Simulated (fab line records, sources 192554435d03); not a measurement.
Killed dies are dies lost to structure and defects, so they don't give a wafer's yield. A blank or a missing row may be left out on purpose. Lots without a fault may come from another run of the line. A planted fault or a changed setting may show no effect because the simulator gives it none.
Problem report in the 8D (eight disciplines) form, filled by code | flow n5_finfet | the parts of the form that need people (team, actions taken, sign-off) are left out

1. THE PROBLEM
thk_nm at N5_SD_EPI_P_EPI_MEAS_23 reads a mean of 69.4 nm on 3 wafers of 2 lots; wafers without a fault read 61.0 nm with a standard deviation of 1.3. That is +6.4 standard deviations from the usual mean.
First seen on wafer L382.1, day 7 15:16, on film_metro-01. The record holds 24 wafers of 8 lots with a number at this step. Rule for "out", or "out of limits": more than 4 standard deviations from the usual mean. The other wafers with a number count as sound.

2. WHAT IT IS AND WHAT IT IS NOT
question                    | is                           | is not
which readings at this step | thk_nm                       | -
which lots                  | L382, L383                   | L373, L375, L376, L384, L385, L386
which wafers of those lots  | L382.1, L383.1, L383.5       | L382.2, L382.3, L383.2
read on which gauges        | film_metro-01, film_metro-02 | -
when                        | from day 7 15:16             | up to then (11 sound wafers); but 10 sound wafers of L383, L384, L385, L386 came after

3. SUSPECTS, AND WHAT RULES EACH OUT
Counting: a tool at a process step up to the reading stays a suspect if it ran every lot that is out. Sound lots after the first of them don't rule it out here, since some wafers of a struck lot are sound.
- the gauge at N5_SD_EPI_P_EPI_MEAS_23: ruled out. The wafers that are out were read on 2 gauges (film_metro-01, film_metro-02).
- rie_diel-06 at N5_SD_EPI_P_ETCH_16 (etches SiO2 in CHF3/O2, target depth 5 nm): kept. It ran every lot that is out, first L382 (day 7 12:20); its last sound lot up to then is L376 (day 6 02:58).
- epi_rpcvd-04 at N5_SD_EPI_P_EPI_21 (deposits SiGe:B, time 355 s): kept. It ran every lot that is out, first L382 (day 7 13:04); its last sound lot up to then is L376 (day 6 03:42).
- Within rie_diel-06 at N5_SD_EPI_P_ETCH_16: the wafers that are out ran in chambers 0, 1; their sound lot-mates ran in chambers 2, 3.
Left after counting: rie_diel-06 at N5_SD_EPI_P_ETCH_16, epi_rpcvd-04 at N5_SD_EPI_P_EPI_21.

4. THE CAUSE (what the simulator had put in)
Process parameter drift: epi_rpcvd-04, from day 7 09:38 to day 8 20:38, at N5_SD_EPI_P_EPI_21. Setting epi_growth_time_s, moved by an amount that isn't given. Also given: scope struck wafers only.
Counting left 2 suspects, and this tool is among them.

5. THE CHAIN OF EFFECTS, in route order
Each row: a reading whose mean over the struck wafers that have a number lies more than 3 standard deviations from the usual. Only readings for which the record gives a usual standard deviation are gone through. hours: the time from each lot's start at the first step in this table that gives one to its start at this step, as a median over the lots. sigmas: the change in usual standard deviations.
hours | step                        | reading | usual       | on struck wafers | change | sigmas
0     | N5_SD_EPI_P_EPI_MEAS_23     | thk_nm  | 61.0 nm     | 69.4             | +8.4   | +6.4
1     | N5_SD_ACTIVATION_RS_MEAS_03 | RS_SD_P | 55.9 ohm/sq | 48.5             | -7.4   | -8.3
219   | N5_BEOL_M4_RC_MEAS_101      | RS_SD_P | 65.8 ohm/sq | 56.7             | -9.1   | -9.3

6. WHAT WOULD HAVE CAUGHT IT SOONER
In this record the first reading out of limits at a measuring or inspecting step was taken at day 7 15:16, 6 hours after the fault began at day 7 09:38.
Of the tool readings at N5_SD_EPI_P_EPI_21 for which the record gives a usual standard deviation, none was out on any struck wafer, so an alarm limit of 4 standard deviations on them would not have fired.
Of the lots that are out (2), L383 began N5_SD_EPI_P_EPI_21 on epi_rpcvd-04 after day 7 15:16. A hold on the tool at that time would have spared it.
